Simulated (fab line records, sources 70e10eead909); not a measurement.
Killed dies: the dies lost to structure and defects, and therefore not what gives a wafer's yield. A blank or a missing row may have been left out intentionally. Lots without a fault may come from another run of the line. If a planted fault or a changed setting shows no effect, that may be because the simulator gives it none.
Which of the tools did it? -- flow nand-harc -- Sampling: 14 lots, 39 wafers, 6 of 1159 route steps

## WHAT THE GAUGES READ, wafer by wafer
NHARC_A_SOURCE_PLATE_THK_MEAS_06: measures by ellipsometry.
lot,measured,on,thk-nm (nm)
L877,day 7 14:08,film-metro-01,194.0 197.3 197.0
L878,day 7 23:31,film-metro-02,200.0 197.9 198.1
L879,day 7 23:31,film-metro-01,201.1 204.2 201.9
L880,day 8 09:19,film-metro-01,198.9 200.1 197.8
L883,day 9 04:22,film-metro-02,202.0 202.3 202.1
L882,day 9 04:23,film-metro-01,202.4 201.9 202.6
L885,day 9 11:40,film-metro-01,197.3 199.1 198.5
L886,day 9 11:40,film-metro-02,197.4 198.8 199.8
L887,day 9 21:04,film-metro-02,201.3 202.4 199.8
L888,day 11 12:23,film-metro-02,197.9 197.9
L894,day 11 20:04,film-metro-02,197.5 196.6
L897,day 12 05:32,film-metro-02,200.6 199.6 202.2
L896,day 12 05:33,film-metro-01,198.4 198.3
L898,day 12 20:26,film-metro-02,197.9 200.3 197.7

NHARC_A_SOURCE_PLATE_INSPECT_08.
lot,measured,on,raw-defect-count
L877,day 7 14:13,defect-inspect-01,43 39 23
L878,day 7 23:36,defect-inspect-02,40 123 60
L879,day 7 23:36,defect-inspect-01,134 88 54
L880,day 8 09:23,defect-inspect-02,55 116 49
L883,day 9 04:26,defect-inspect-02,36 43 75
L882,day 9 04:29,defect-inspect-02,63 91 45
L885,day 9 11:44,defect-inspect-01,32 23 50
L886,day 9 11:44,defect-inspect-02,44 62 70
L887,day 9 21:10,defect-inspect-01,38 51 102
L888,day 11 12:26,defect-inspect-02,55 97
L894,day 11 20:08,defect-inspect-01,67 63
L897,day 12 05:38,defect-inspect-01,49 48 43
L896,day 12 05:38,defect-inspect-02,122 107
L898,day 12 20:29,defect-inspect-01,83 67 64

NHARC_A_ONON_D1_THK_MEAS_08: measures by ellipsometry.
lot,measured,on,thk-nm (nm)
L877,day 7 15:56,film-metro-01,1007 1006 1007
L878,day 8 01:19,film-metro-02,982 981 982
L879,day 8 01:19,film-metro-01,1003 1005 1004
L880,day 8 11:05,film-metro-02,999 997 997
L883,day 9 06:08,film-metro-01,1005 1005 1005
L882,day 9 06:11,film-metro-01,1005 1006 1006
L885,day 9 13:26,film-metro-02,1019 1018 1018
L886,day 9 13:27,film-metro-01,1001 1001 1000
L887,day 9 22:55,film-metro-02,1011 1012 1013
L888,day 11 14:09,film-metro-01,644 644
L894,day 11 21:51,film-metro-01,610 965
L897,day 12 07:22,film-metro-02,983 984 983
L896,day 12 07:22,film-metro-01,641 993
L898,day 12 22:13,film-metro-02,1004 1004 1002

NHARC_END_SORT_01.
lot,measured,on,killed-at-array,killed-at-other,killed-at-periphery,killed-dies,killed-open,killed-short
L888,day 23 08:08,prober-02,670 664,5 1,2 12,677 677,1 2,3 2
L894,day 23 08:07,prober-01,673 40,0 4,4 2,677 46,3 4,1 1
L896,day 24 10:02,prober-01,671 25,0 2,6 6,677 33,2 5,2 2

## WHICH TOOL RAN EACH LOT (tool, then ch and the chambers of the sampled wafers, then the start)
lot,NHARC_A_ZERO_WELL_ETCH_13,NHARC_A_ONON_D1_DEP_06
L877,"rie-si-04 ch 0,1,2, day 6 16:17","pecvd-onon-02 ch 0, day 7 15:32"
L878,"rie-si-02 ch 0,2,3, day 7 01:30","pecvd-onon-04 ch 0, day 8 00:49"
L879,"rie-si-04 ch 0,1,3, day 7 02:04","pecvd-onon-02 ch 0, day 8 00:51"
L880,"rie-si-05 ch 0,1, day 7 11:38","pecvd-onon-04 ch 0, day 8 10:34"
L883,"rie-si-05 ch 1,2,3, day 8 05:33","pecvd-onon-03 ch 0, day 9 05:41"
L882,"rie-si-04 ch 0,1,2, day 8 06:49","pecvd-onon-04 ch 0, day 9 05:47"
L885,"rie-si-05 ch 0,2,3, day 8 12:20","pecvd-onon-03 ch 0, day 9 12:56"
L886,"rie-si-04 ch 0,2, day 8 16:13","pecvd-onon-04 ch 0, day 9 12:56"
L887,"rie-si-05 ch 1,2, day 8 20:55","pecvd-onon-02 ch 0, day 9 22:29"
L888,"rie-si-02 ch 0,2, day 10 14:53","pecvd-onon-04 ch 0, day 11 13:42"
L894,"rie-si-02 ch 0,3, day 11 00:17","pecvd-onon-04 ch 0, day 11 21:23"
L897,"rie-si-04 ch 1,2,3, day 11 07:52","pecvd-onon-02 ch 0, day 12 06:50"
L896,"rie-si-05 ch 1,2, day 11 09:40","pecvd-onon-04 ch 0, day 12 06:53"
L898,"rie-si-04 ch 0,1,3, day 11 23:11","pecvd-onon-02 ch 0, day 12 21:46"
- NHARC_A_ZERO_WELL_ETCH_13: etches the open film in HBr/Cl2, target depth 120 nm, time 40.1 s.
- NHARC_A_ONON_D1_DEP_06: target thk 1000 nm.

## WHAT THE TOOLS THEMSELVES READ (means of the sampled wafers that have a number; where no wafer has one, the mark that the record gives instead)
NHARC_A_ZERO_WELL_ETCH_13.
lot,tool,drypump-motor-current-A (A),oes-product-au (a.u.),throttle-valve-pct (%)
L877,rie-si-04,5.4,0.994,26.412
L878,rie-si-02,5.3,1.004,26.410
L879,rie-si-04,5.3,1.000,26.405
L880,rie-si-05,6.3,1.002,26.405
L883,rie-si-05,6.1,1.005,26.411
L882,rie-si-04,5.4,0.991,26.404
L885,rie-si-05,6.3,1.004,26.404
L886,rie-si-04,5.5,0.983,26.413
L887,rie-si-05,6.1,1.009,26.408
L888,rie-si-02,5.3,0.995,26.408
L894,rie-si-02,5.2,1.009,26.405
L897,rie-si-04,5.3,1.000,26.409
L896,rie-si-05,6.0,1.007,26.399
L898,rie-si-04,5.3,1.002,26.413

NHARC_A_ONON_D1_DEP_06.
lot,tool,sih4-flow-sccm (sccm)
L877,pecvd-onon-02,209.9
L878,pecvd-onon-04,210.7
L879,pecvd-onon-02,210.1
L880,pecvd-onon-04,210.0
L883,pecvd-onon-03,209.9
L882,pecvd-onon-04,210.2
L885,pecvd-onon-03,209.5
L886,pecvd-onon-04,209.8
L887,pecvd-onon-02,210.4
L888,pecvd-onon-04,210.1
L894,pecvd-onon-04,209.8
L897,pecvd-onon-02,209.3
L896,pecvd-onon-04,210.6
L898,pecvd-onon-02,209.9

## THE ANSWER, worked out from the rows above alone
Rule: the lots themselves supply what counts as usual. Put in order of their means at a reading, lots are off if they are a third of the lots or fewer, leave a main group of 4 or more, and stand apart from it by a gap of 3 or more times the standard deviation of the main group's means; of several such gaps the widest counts. A main group is skipped when, at the precision printed for the reading in the tables above, its means are all equal. A lot without any number at a reading at which 4 lots or more have one is off too. Any other lot the step has rows for is counted as sound. After the gauges, taken in route order, come the tools' own readings; for these a lot's mean is taken, as printed above. At the first step where some lot is off, the reading lying furthest off is the one used; lots without a number count as furthest.
Off: L888, L894, L896 (NHARC_A_ONON_D1_THK_MEAS_08, thk-nm). The main group has a mean of 1002 nm with a standard deviation of 10.
If a tool, at a process step before that reading, ran all the lots that are off and no sound lot after the first of them, it fits. The gauges at NHARC_A_ONON_D1_THK_MEAS_08 are tried like those tools. 2 tools fit, pecvd-onon-04 at NHARC_A_ONON_D1_DEP_06 and film-metro-01 at NHARC_A_ONON_D1_THK_MEAS_08, so this cannot tell which one it is.

## WHAT HAD BEEN PUT IN BY THE SIMULATOR
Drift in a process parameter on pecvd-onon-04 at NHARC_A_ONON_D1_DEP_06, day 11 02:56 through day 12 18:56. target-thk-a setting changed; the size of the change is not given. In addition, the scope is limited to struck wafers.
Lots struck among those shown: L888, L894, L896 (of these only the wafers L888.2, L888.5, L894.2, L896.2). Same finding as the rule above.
